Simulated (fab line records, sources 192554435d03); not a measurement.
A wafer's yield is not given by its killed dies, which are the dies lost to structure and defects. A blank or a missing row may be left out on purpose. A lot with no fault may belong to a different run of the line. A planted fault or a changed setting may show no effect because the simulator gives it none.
fab line records -- flow n5-finfet -- part 1 of 2: steps 1 to 3 of 6
record: lots: 24, wafers: 72, last-day: 19
route steps=1938 shown BEOL_M2@860 BEOL_M3@933
lots that met no fault: from a run of the same line without faults
start-h: hours from the record's opening day to when the first of the lot's shown wafers began -- wait-h: hours since the lot's step before -- " the same as in the row above -- L1.1+2: one row covering several wafers at once -- - no value, or no start was given -- * or withheld: withheld -- < > ~ a bound
route shown NAME@n: a module of which the file shows steps, and the number in the route of the first -- usual: average and standard deviation across the fault-free wafers -- same: alike in all rows -- chamber/n: place in a boat -- sites: per-site readings -- _std_site: the values' standard deviation -- _edge_site: the outer-site mean with the inner-site mean subtracted -- radius-mm: how far each site lies from the wafer's centre -- mask NAME#n: copy n -- behind: the most recent tool/chamber to have shaped the wafer -- hold: why the lot was held/for how many hours/how that ended -- device: the n, p or np transistor that did not switch -- end of line: at the end of the route, the tests of the same wafers -- a step with no rows: only its recipe -- killed: at the first sort, the dies lost to defects and structure; wafer yield is something else -- map: a wafer's dies, x killed, . not, _ none there
set.NAME: the setting as run; set.NAME@STEP: as run at that earlier step -- model.NAME: the simulator's own value behind a step, which no gauge read
route steps across a sampled set of lots; one table per step, one row per wafer
services: a tool's chamber out of use, with start hour (start-h, from the record's first day; less than 0 if before it), hours out, and reason
== steps ==
step: N5_BEOL_M2_ETCH_64
recipe: chemistry: N2/H2, target: SOC, target-depth-a: 750, overetch-a: 225, mask-material: SiARC, temp-c: 40, time-s: 121.9, ion-energy-ev: 200, pressure-mtorr: 30, source-w: 840, bias-w: 150, n2-flow-sccm: 200, h2-flow-sccm: 200
usual: bias-w: 150.0/0.45, drypump-motor-current-A: 5.7/0.39, oes-product-au: 0.64/0.063, rf-vpp-V: 524/3.3, showerhead-plenum-p-Torr: 2.56/0.11, throttle-valve-pct: 17.77/0.25
lot.wafer,tool,chamber,start-h,wait-h,bias-w,drypump-motor-current-A,oes-product-au,rf-hours-counter-h,rf-vpp-V,showerhead-plenum-p-Torr,throttle-valve-pct
L074.1,rie-diel-05,3,148.31,0.0,150.6,5.5,0.53,229,525,2.63,18.03
L074.3,rie-diel-05,2,148.31,0.0,149.3,5.6,0.66,43,527,2.68,17.58
L074.5,rie-diel-05,0,148.31,0.0,149.0,5.6,0.61,-,518,2.37,18.20
L075.1,rie-diel-01,1,154.62,0.0,150.3,5.8,0.68,49,522,2.50,17.80
L075.3,rie-diel-01,2,154.62,0.0,149.6,5.1,0.72,5,522,2.48,17.27
L075.6,rie-diel-01,3,154.62,0.0,149.4,6.5,0.68,-,527,2.70,17.82
L076.2,rie-diel-05,0,154.80,0.0,150.0,5.6,0.60,109,518,2.37,18.20
L076.3,rie-diel-05,1,154.80,0.0,149.7,5.6,0.75,1,522,2.51,17.71
L076.5,rie-diel-05,2,154.80,0.0,150.3,5.6,0.66,-,529,2.67,17.59
L077.2,rie-diel-01,2,155.77,0.0,149.5,5.1,0.72,6,523,2.48,17.28
L077.4,rie-diel-01,3,155.77,0.0,150.5,6.5,0.68,23,528,2.70,17.81
L077.6,rie-diel-01,1,155.77,0.0,149.7,5.8,0.67,-,522,2.50,17.80
L078.1,rie-diel-01,1,166.17,0.0,149.7,5.8,0.67,54,522,2.50,17.81
L078.4,rie-diel-01,2,166.17,0.0,149.8,5.1,0.70,10,522,2.48,17.29
L078.6,rie-diel-01,1,166.17,0.0,149.7,5.8,0.67,-,522,2.50,17.82
L079.1,rie-diel-05,0,167.15,0.0,149.8,5.5,0.60,113,519,2.37,18.21
L079.2,rie-diel-05,2,167.15,0.0,149.7,5.6,0.65,49,528,2.67,17.58
L079.4,rie-diel-05,3,167.15,0.0,150.9,5.5,0.52,235,526,2.62,18.04
L080.1,rie-diel-03,1,178.98,0.0,150.1,5.5,0.66,53,529,2.71,17.95
L080.3,rie-diel-03,3,178.98,0.0,150.2,6.4,0.54,189,524,2.51,17.50
L080.4,rie-diel-03,1,178.98,0.0,150.3,5.4,0.65,-,528,2.71,17.94
L081.2,rie-diel-05,3,183.16,0.0,150.2,5.5,0.52,240,526,2.62,18.03
L081.4,rie-diel-05,0,183.16,0.0,150.7,5.6,0.60,118,520,2.36,18.21
L081.6,rie-diel-05,3,183.16,0.0,150.2,5.5,0.52,-,527,2.62,18.04
L082.1,rie-diel-03,0,193.41,0.0,150.2,5.7,0.72,4,529,2.71,17.49
L082.4,rie-diel-03,1,193.41,0.0,150.0,5.5,0.66,57,528,2.71,17.97
L082.6,rie-diel-03,2,193.41,0.0,150.1,5.7,0.52,-,518,2.42,18.16
L083.1,rie-diel-05,1,197.86,0.0,149.4,5.6,0.70,17,523,2.50,17.75
L083.2,rie-diel-05,2,197.86,0.0,149.9,5.6,0.64,61,530,2.67,17.61
L083.5,rie-diel-05,3,197.86,0.0,149.8,5.5,0.52,-,525,2.62,18.05
L084.2,rie-diel-01,3,200.76,0.0,150.5,6.5,0.66,39,527,2.69,17.85
L084.4,rie-diel-01,3,200.76,0.0,150.8,6.4,0.65,-,526,2.69,17.86
L084.5,rie-diel-01,0,200.76,0.0,151.1,5.6,0.67,-,522,2.49,17.78
L085.2,rie-diel-03,3,202.57,0.0,149.4,6.5,0.54,197,523,2.50,17.51
L085.4,rie-diel-03,1,202.57,0.0,149.9,5.5,0.65,61,526,2.71,17.97
L085.6,rie-diel-03,2,202.57,0.0,149.1,5.7,0.52,-,521,2.42,18.15
L087.3,rie-diel-01,3,210.81,0.0,150.0,6.5,0.65,43,529,2.69,17.85
L087.4,rie-diel-01,1,210.81,0.0,150.3,5.8,0.65,-,522,2.49,17.84
L087.5,rie-diel-01,0,210.81,0.0,149.2,5.6,0.66,-,523,2.49,17.78
L086.2,rie-diel-01,1,213.47,0.0,150.1,5.9,0.65,71,522,2.49,17.84
L086.4,rie-diel-01,2,213.47,0.0,149.5,5.1,0.69,19,522,2.47,17.31
L086.5,rie-diel-01,1,213.47,0.0,149.9,5.8,0.65,-,522,2.49,17.85
L089.1,rie-diel-03,1,215.00,0.0,149.8,5.5,0.64,65,527,2.71,17.98
L089.2,rie-diel-03,2,215.00,0.0,149.5,5.7,0.51,241,519,2.42,18.14
L089.4,rie-diel-03,3,215.00,0.0,149.8,6.5,0.53,202,523,2.50,17.51
L088.1,rie-diel-01,2,217.65,0.0,150.4,5.1,0.69,21,522,2.47,17.30
L088.2,rie-diel-01,1,217.65,0.0,149.4,5.8,0.65,72,521,2.49,17.86
L088.5,rie-diel-01,1,217.65,0.0,149.8,5.8,0.65,-,522,2.49,17.85
L090.1,rie-diel-03,0,228.46,0.0,150.8,5.6,0.69,16,527,2.71,17.49
L090.4,rie-diel-03,1,228.46,0.0,150.4,5.5,0.63,69,529,2.71,17.99
L090.6,rie-diel-03,0,228.46,0.0,150.2,5.7,0.70,-,529,2.71,17.51
L091.1,rie-diel-03,2,236.18,0.0,150.0,5.7,0.51,247,520,2.41,18.16
L091.2,rie-diel-03,3,236.18,0.0,149.9,6.5,0.53,208,524,2.50,17.52
L091.4,rie-diel-03,0,236.18,0.0,150.3,5.7,0.69,19,527,2.71,17.50
L092.2,rie-diel-05,1,237.20,0.0,150.1,5.6,0.67,34,523,2.49,17.76
L092.3,rie-diel-05,2,237.20,0.0,150.2,5.7,0.63,77,527,2.66,17.64
L092.5,rie-diel-05,2,237.20,0.0,150.3,5.6,0.63,-,529,2.66,17.63
L093.2,rie-diel-05,0,258.55,0.0,150.5,5.6,0.58,143,519,2.35,18.25
L093.4,rie-diel-05,1,258.55,0.0,150.4,5.6,0.65,43,523,2.49,17.77
L093.6,rie-diel-05,3,258.55,0.0,150.4,5.5,0.70,-,526,2.61,17.71
L094.3,rie-diel-01,3,263.78,0.0,149.9,6.5,0.63,61,527,2.68,17.90
L094.4,rie-diel-01,2,263.78,0.0,149.6,5.1,0.66,36,522,2.47,17.33
L094.5,rie-diel-01,0,263.78,0.0,149.8,5.6,0.64,-,521,2.48,17.80
L095.1,rie-diel-01,0,268.66,0.0,149.7,5.6,0.64,54,521,2.48,17.81
L095.3,rie-diel-01,3,268.66,0.0,150.4,6.5,0.63,63,528,2.68,17.88
L095.4,rie-diel-01,1,268.66,0.0,149.8,5.8,0.64,90,522,2.48,17.88
L096.1,rie-diel-01,2,271.12,0.0,150.5,5.1,0.66,39,523,2.46,17.33
L096.3,rie-diel-01,1,271.12,0.0,150.2,5.8,0.64,91,522,2.48,17.89
L096.4,rie-diel-01,3,271.12,0.0,150.0,6.4,0.63,64,529,2.68,17.88
L097.1,rie-diel-03,0,276.28,0.0,149.4,5.6,0.68,30,528,2.70,17.53
L097.3,rie-diel-03,1,276.28,0.0,150.5,5.4,0.63,83,527,2.70,18.02
L097.6,rie-diel-03,1,276.28,0.0,150.4,5.5,0.63,-,529,2.70,18.00
step: N5_BEOL_M2_ETCHBACK_99
recipe: chemistry: CHF3, target: SiO2, target-depth-a: 50, time-s: 10.4, source-w: 215, bias-w: 47, Ar_flow_sccm: 200, CHF3_flow_sccm: 12, ion-energy-ev: 100, pressure-mtorr: 30
usual: bias-w: 46.98/0.14, drypump-motor-current-A: 5.7/0.4, oes-product-au: 0.83/0.079, rf-vpp-V: 244/4.7, showerhead-plenum-p-Torr: 2.15/0.1, throttle-valve-pct: 17.06/0.23
lot.wafer,tool,chamber,start-h,wait-h,bias-w,drypump-motor-current-A,oes-product-au,rf-hours-counter-h,rf-vpp-V,showerhead-plenum-p-Torr,throttle-valve-pct
L074.1,rie-diel-03,3,153.94,4.4,47.28,6.5,0.73,176,250,2.13,16.85
L074.3,rie-diel-03,1,153.94,4.4,47.27,5.4,0.90,40,247,2.28,17.05
L074.5,rie-diel-03,3,153.94,4.4,47.35,6.5,0.73,-,248,2.13,16.86
L075.1,rie-diel-05,1,161.21,5.4,46.84,5.6,0.96,3,237,2.13,16.94
L075.3,rie-diel-05,3,161.21,5.4,46.80,5.5,0.70,233,245,2.22,17.37
L075.6,rie-diel-05,2,161.21,5.4,46.93,5.6,0.86,-,246,2.26,16.84
L076.2,rie-diel-03,3,161.42,5.3,47.03,6.4,0.72,180,249,2.13,16.87
L076.3,rie-diel-03,2,161.42,5.3,46.89,5.7,0.68,226,244,2.04,17.35
L076.5,rie-diel-03,3,161.42,5.3,47.15,6.4,0.73,-,250,2.13,16.87
L077.2,rie-diel-01,3,165.72,8.4,46.91,6.5,0.90,27,249,2.31,17.30
L077.4,rie-diel-01,1,165.72,8.4,47.09,5.8,0.90,54,238,2.10,16.87
L077.6,rie-diel-01,2,165.72,8.4,46.92,5.1,0.94,-,250,2.10,16.67
L078.1,rie-diel-05,1,176.93,9.4,46.84,5.6,0.93,7,237,2.13,16.97
L078.4,rie-diel-05,0,176.93,9.4,46.86,5.5,0.78,115,235,1.98,17.33
L078.6,rie-diel-05,1,176.93,9.4,47.01,5.6,0.93,-,237,2.13,16.96
L079.1,rie-diel-01,1,177.40,8.9,47.05,5.8,0.90,58,239,2.10,16.90
L079.2,rie-diel-01,3,177.40,8.9,46.99,6.5,0.89,31,247,2.31,17.32
L079.4,rie-diel-01,2,177.40,8.9,47.11,5.1,0.94,14,248,2.09,16.69
L080.1,rie-diel-01,1,201.87,21.6,47.27,5.8,0.88,66,238,2.10,16.89
L080.3,rie-diel-01,0,201.87,21.6,46.95,5.6,0.87,30,243,2.11,17.02
L080.4,rie-diel-01,1,201.87,21.6,47.32,5.8,0.87,-,238,2.10,16.89
L081.2,rie-diel-05,0,201.88,17.6,46.78,5.5,0.78,121,236,1.98,17.34
L081.4,rie-diel-05,3,201.88,17.6,46.97,5.5,0.69,248,246,2.21,17.39
L081.6,rie-diel-05,0,201.88,17.6,46.95,5.5,0.77,-,236,1.98,17.35
L082.1,rie-diel-05,2,204.88,10.2,47.02,5.7,0.84,63,246,2.25,16.86
L082.4,rie-diel-05,3,204.88,10.2,47.10,5.5,0.69,249,246,2.21,17.40
L082.6,rie-diel-05,2,204.88,10.2,47.12,5.6,0.84,-,247,2.25,16.85
L085.2,rie-diel-01,0,208.07,4.5,46.98,5.6,0.88,33,243,2.11,17.01
L085.4,rie-diel-01,0,208.07,4.5,46.96,5.6,0.88,-,242,2.11,17.01
L085.6,rie-diel-01,1,208.07,4.5,46.82,5.8,0.89,-,238,2.10,16.89
L083.1,rie-diel-05,1,212.91,14.0,47.01,5.5,0.89,24,236,2.12,16.98
L083.2,rie-diel-05,0,212.91,14.0,47.07,5.5,0.78,126,236,1.98,17.35
L083.5,rie-diel-05,2,212.91,14.0,46.89,5.6,0.84,-,245,2.25,16.88
L084.2,rie-diel-03,3,222.97,21.1,47.07,6.4,0.70,204,249,2.12,16.93
L084.4,rie-diel-03,0,222.97,21.1,46.88,5.7,0.94,14,247,2.28,16.64
L084.5,rie-diel-03,3,222.97,21.1,47.19,6.5,0.71,-,250,2.12,16.91
L087.3,rie-diel-01,1,232.01,20.1,46.89,5.8,0.87,76,239,2.10,16.91
L087.4,rie-diel-01,2,232.01,20.1,47.17,5.1,0.90,24,248,2.09,16.68
L087.5,rie-diel-01,2,232.01,20.1,46.93,5.1,0.92,-,248,2.09,16.69
L086.2,rie-diel-03,3,232.15,17.6,47.11,6.5,0.70,207,249,2.12,16.91
L086.4,rie-diel-03,0,232.15,17.6,46.75,5.7,0.92,18,246,2.28,16.63
L086.5,rie-diel-03,2,232.15,17.6,47.06,5.7,0.67,-,245,2.03,17.38
L089.1,rie-diel-05,2,232.20,16.2,46.85,5.6,0.83,75,246,2.25,16.86
L089.2,rie-diel-05,0,232.20,16.2,47.06,5.6,0.77,134,235,1.98,17.37
L089.4,rie-diel-05,3,232.20,16.2,46.90,5.5,0.97,1,245,2.21,17.02
L088.1,rie-diel-03,3,235.10,15.4,46.99,6.5,0.70,208,250,2.12,16.93
L088.2,rie-diel-03,2,235.10,15.4,46.83,5.7,0.67,247,243,2.03,17.38
L088.5,rie-diel-03,1,235.10,15.4,46.81,5.4,0.86,-,250,2.27,17.11
L090.1,rie-diel-05,1,239.00,9.2,47.01,5.6,0.87,35,239,2.12,17.00
L090.4,rie-diel-05,0,239.00,9.2,46.99,5.6,0.77,136,236,1.98,17.37
L090.6,rie-diel-05,0,239.00,9.2,46.83,5.5,0.77,-,237,1.97,17.37
L091.1,rie-diel-01,2,253.20,15.9,46.80,5.1,0.91,31,248,2.09,16.71
L091.2,rie-diel-01,0,253.20,15.9,47.12,5.7,0.85,47,242,2.10,17.03
L091.4,rie-diel-01,1,253.20,15.9,47.04,5.8,0.86,83,238,2.09,16.92
L092.2,rie-diel-01,0,266.17,27.7,46.87,5.6,0.84,53,243,2.10,17.04
L092.3,rie-diel-01,2,266.17,27.7,46.89,5.1,0.89,37,249,2.09,16.72
L092.5,rie-diel-01,3,266.17,27.7,46.91,6.5,0.86,-,248,2.30,17.40
L093.2,rie-diel-01,0,272.72,12.2,47.15,5.6,0.83,55,243,2.10,17.06
L093.4,rie-diel-01,1,272.72,12.2,46.87,5.9,0.85,92,238,2.09,16.93
L093.6,rie-diel-01,2,272.72,12.2,47.05,5.1,0.89,-,250,2.09,16.74
L094.3,rie-diel-03,3,272.92,7.5,47.02,6.4,0.69,217,250,2.12,16.94
L094.4,rie-diel-03,1,272.92,7.5,46.85,5.5,0.84,81,248,2.27,17.11
L094.5,rie-diel-03,2,272.92,7.5,46.84,5.7,0.96,-,248,2.30,16.93
L095.1,rie-diel-05,1,290.21,15.9,46.80,5.6,0.85,51,237,2.11,17.05
L095.3,rie-diel-05,3,290.21,15.9,46.95,5.5,0.91,18,244,2.20,17.04
L095.4,rie-diel-05,2,290.21,15.9,46.93,5.6,0.80,93,245,2.24,16.90
L096.1,rie-diel-01,0,296.12,20.8,47.08,5.6,0.82,65,242,2.10,17.08
L096.3,rie-diel-01,2,296.12,20.8,46.91,5.1,0.85,50,250,2.08,16.73
L096.4,rie-diel-01,1,296.12,20.8,47.02,5.8,0.84,101,239,2.09,16.94
L097.1,rie-diel-01,3,303.76,23.4,47.06,6.5,0.82,76,246,2.29,17.41
L097.3,rie-diel-01,1,303.76,23.4,47.02,5.9,0.83,103,237,2.09,16.95
L097.6,rie-diel-01,1,303.76,23.4,47.12,5.8,0.83,-,237,2.09,16.97
step: N5_BEOL_M2_STRIP_97
recipe: chemistry: N2/H2, time-s: 10, power-w: 450, temp-c: 40, pressure-mtorr: 20, rf-frequency-hz: 6e+07, bias-power-w: 7, n2-flow-sccm: 200, h2-flow-sccm: 200
usual: drypump-motor-current-A: 5.7/0.39, oes-product-au: 0.83/0.078, rf-vpp-V: 59.3/0.96, showerhead-plenum-p-Torr: 2.54/0.11, throttle-valve-pct: 23.6/0.32
lot.wafer,tool,chamber,start-h,wait-h,drypump-motor-current-A,oes-product-au,rf-hours-counter-h,rf-vpp-V,showerhead-plenum-p-Torr,throttle-valve-pct
L074.1,rie-diel-03,3,-,-,6.5,0.73,177,60.5,2.51,23.1
L074.3,rie-diel-03,1,-,-,5.4,0.89,40,59.3,2.72,24.0
L074.5,rie-diel-03,3,-,-,6.5,0.72,-,58.6,2.51,23.1
L075.1,rie-diel-05,1,-,-,5.6,0.95,3,58.8,2.50,23.7
L075.3,rie-diel-05,3,-,-,5.5,0.69,233,58.5,2.62,23.6
L075.6,rie-diel-05,2,-,-,5.6,0.86,-,60.9,2.67,23.4
L076.2,rie-diel-03,3,-,-,6.4,0.72,180,60.7,2.51,23.1
L076.3,rie-diel-03,2,-,-,5.7,0.70,226,58.9,2.42,23.9
L076.5,rie-diel-03,3,-,-,6.4,0.72,-,59.1,2.51,23.1
L077.2,rie-diel-01,3,-,-,6.5,0.90,27,60.1,2.69,23.6
L077.4,rie-diel-01,1,-,-,5.9,0.89,54,59.0,2.49,23.9
L077.6,rie-diel-01,2,-,-,5.1,0.95,-,59.7,2.47,22.9
L078.1,rie-diel-05,1,-,-,5.5,0.93,7,58.1,2.50,23.7
L078.4,rie-diel-05,0,-,-,5.5,0.78,115,57.8,2.36,24.1
L078.6,rie-diel-05,1,-,-,5.5,0.93,-,59.8,2.50,23.7
L079.1,rie-diel-01,1,-,-,5.8,0.89,58,59.7,2.49,23.9
L079.2,rie-diel-01,3,-,-,6.5,0.89,31,58.1,2.69,23.6
L079.4,rie-diel-01,2,-,-,5.1,0.93,14,60.5,2.47,23.0
L080.1,rie-diel-01,1,-,-,5.8,0.87,66,60.2,2.49,23.9
L080.3,rie-diel-01,0,-,-,5.7,0.88,30,59.3,2.49,23.6
L080.4,rie-diel-01,1,-,-,5.8,0.88,-,60.4,2.49,23.9
L081.2,rie-diel-05,0,-,-,5.5,0.78,121,58.4,2.36,24.1
L081.4,rie-diel-05,3,-,-,5.5,0.68,248,58.3,2.61,23.6
L081.6,rie-diel-05,0,-,-,5.6,0.77,-,59.3,2.36,24.1
L082.1,rie-diel-05,2,-,-,5.7,0.83,64,58.8,2.66,23.4
L082.4,rie-diel-05,3,-,-,5.5,0.68,249,60.4,2.61,23.6
L082.6,rie-diel-05,2,-,-,5.7,0.84,-,59.4,2.66,23.5
L085.2,rie-diel-01,0,-,-,5.7,0.88,33,58.3,2.49,23.6
L085.4,rie-diel-01,0,-,-,5.6,0.87,-,59.4,2.49,23.6
L085.6,rie-diel-01,1,-,-,5.8,0.87,-,58.7,2.49,23.9
L083.1,rie-diel-05,1,-,-,5.6,0.88,24,57.7,2.49,23.7
L083.2,rie-diel-05,0,-,-,5.6,0.77,126,59.0,2.36,24.1
L083.5,rie-diel-05,2,-,-,5.7,0.83,-,59.7,2.66,23.5
L084.2,rie-diel-03,3,-,-,6.4,0.70,204,59.2,2.50,23.1
L084.4,rie-diel-03,0,-,-,5.7,0.92,14,59.2,2.71,23.5
L084.5,rie-diel-03,3,-,-,6.4,0.69,-,58.5,2.50,23.1
L087.3,rie-diel-01,1,-,-,5.8,0.85,76,59.7,2.48,23.9
L087.4,rie-diel-01,2,-,-,5.1,0.91,25,58.7,2.47,23.0
L087.5,rie-diel-01,2,-,-,5.1,0.91,-,59.6,2.47,23.0
L086.2,rie-diel-03,3,-,-,6.4,0.69,207,61.1,2.49,23.1
L086.4,rie-diel-03,0,-,-,5.7,0.91,18,59.9,2.71,23.5
L086.5,rie-diel-03,2,-,-,5.7,0.67,-,58.0,2.41,23.9
L089.1,rie-diel-05,2,-,-,5.7,0.82,75,60.5,2.66,23.5
L089.2,rie-diel-05,0,-,-,5.5,0.76,134,60.0,2.35,24.1
L089.4,rie-diel-05,3,-,-,5.5,0.96,1,59.2,2.61,23.5
L088.1,rie-diel-03,3,-,-,6.5,0.69,208,58.5,2.49,23.1
L088.2,rie-diel-03,2,-,-,5.7,0.67,247,59.1,2.41,23.9
L088.5,rie-diel-03,1,-,-,5.5,0.85,-,61.0,2.70,24.0
L090.1,rie-diel-05,1,-,-,5.6,0.88,35,57.5,2.49,23.7
L090.4,rie-diel-05,0,-,-,5.6,0.77,137,59.3,2.35,24.1
L090.6,rie-diel-05,0,-,-,5.5,0.77,-,58.3,2.35,24.1
L091.1,rie-diel-01,2,-,-,5.1,0.89,31,60.4,2.46,23.0
L091.2,rie-diel-01,0,-,-,5.6,0.85,47,58.7,2.48,23.7
L091.4,rie-diel-01,1,-,-,5.8,0.86,83,60.3,2.48,23.9
L092.2,rie-diel-01,0,-,-,5.6,0.85,53,59.0,2.48,23.7
L092.3,rie-diel-01,2,-,-,5.1,0.90,37,58.3,2.46,23.0
L092.5,rie-diel-01,3,-,-,6.5,0.84,-,58.8,2.68,23.7
L093.2,rie-diel-01,0,-,-,5.7,0.83,56,59.4,2.48,23.6
L093.4,rie-diel-01,1,-,-,5.9,0.84,92,57.6,2.48,24.0
L093.6,rie-diel-01,2,-,-,5.1,0.88,-,58.7,2.46,23.0
L094.3,rie-diel-03,3,-,-,6.4,0.69,217,59.4,2.49,23.1
L094.4,rie-diel-03,1,-,-,5.4,0.83,81,59.5,2.70,24.0
L094.5,rie-diel-03,2,-,-,5.7,0.97,-,60.8,2.73,23.6
L095.1,rie-diel-05,1,-,-,5.6,0.85,51,58.4,2.48,23.7
L095.3,rie-diel-05,3,-,-,5.5,0.91,18,60.0,2.60,23.6
L095.4,rie-diel-05,2,-,-,5.7,0.80,93,59.6,2.65,23.5
L096.1,rie-diel-01,0,-,-,5.6,0.83,65,59.3,2.47,23.7
L096.3,rie-diel-01,2,-,-,5.1,0.87,50,59.8,2.46,23.0
L096.4,rie-diel-01,1,-,-,5.9,0.82,101,58.6,2.47,23.9
L097.1,rie-diel-01,3,-,-,6.5,0.83,76,61.1,2.67,23.7
L097.3,rie-diel-01,1,-,-,5.8,0.83,103,60.4,2.47,24.0
L097.6,rie-diel-01,1,-,-,5.8,0.82,-,58.2,2.47,24.0
